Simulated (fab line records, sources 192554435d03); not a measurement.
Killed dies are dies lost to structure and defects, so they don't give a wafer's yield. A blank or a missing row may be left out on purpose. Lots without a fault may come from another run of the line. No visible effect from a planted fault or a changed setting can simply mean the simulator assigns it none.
Matching of chambers -- flow n5_finfet -- 3 sister chambers for N5_BEOL_M1_STRIP_19 on rie_diel-04
The step strips in O2. 6 wafers are shown with their chamber, then 7 later ones without.

## WAFERS WITH THEIR CHAMBER
wafer,chamber,throttle_valve_pct (%),showerhead_plenum_p_Torr (Torr)
L077.6,0,16.84,2.15
L083.5,2,16.96,2.16
L085.1,2,16.95,2.16
L085.5,1,16.35,2.04
L085.6,0,16.84,2.14
L086.1,1,16.38,2.04

## WAFERS WHOSE CHAMBER IS MISSING
wafer,throttle_valve_pct (%),showerhead_plenum_p_Torr (Torr)
L086.2,16.97,2.16
L086.3,16.83,2.14
L088.2,16.99,2.16
L088.3,16.40,2.04
L088.5,16.38,2.04
L097.2,16.41,2.03
L097.3,16.42,2.13

## EACH ONE'S CHAMBER
wafer,from the rows above,in truth
L086.2,2,2
L086.3,0,0
L088.2,2,2
L088.3,1,1
L088.5,1,1
L097.2,1,1
L097.3,1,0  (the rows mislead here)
6 of 7 placed correctly. Can't be placed from these rows: 0. Placed wrongly: 1.
How it was worked out, from the rows above alone: a wafer's distance from a chamber is the root of the sum, over the readings, of the square of ((its reading less the chamber's mean) divided by the reading's scatter). If the next closest chamber is less than 2 further off than the closest, the wafer can't be placed; otherwise it belongs to the closest. The mean given for a chamber averages the wafers shown for that chamber. The scatter: the root of (the sum of the squares of (reading less its chamber's mean) over the shown wafers, divided by (wafers less chambers)).
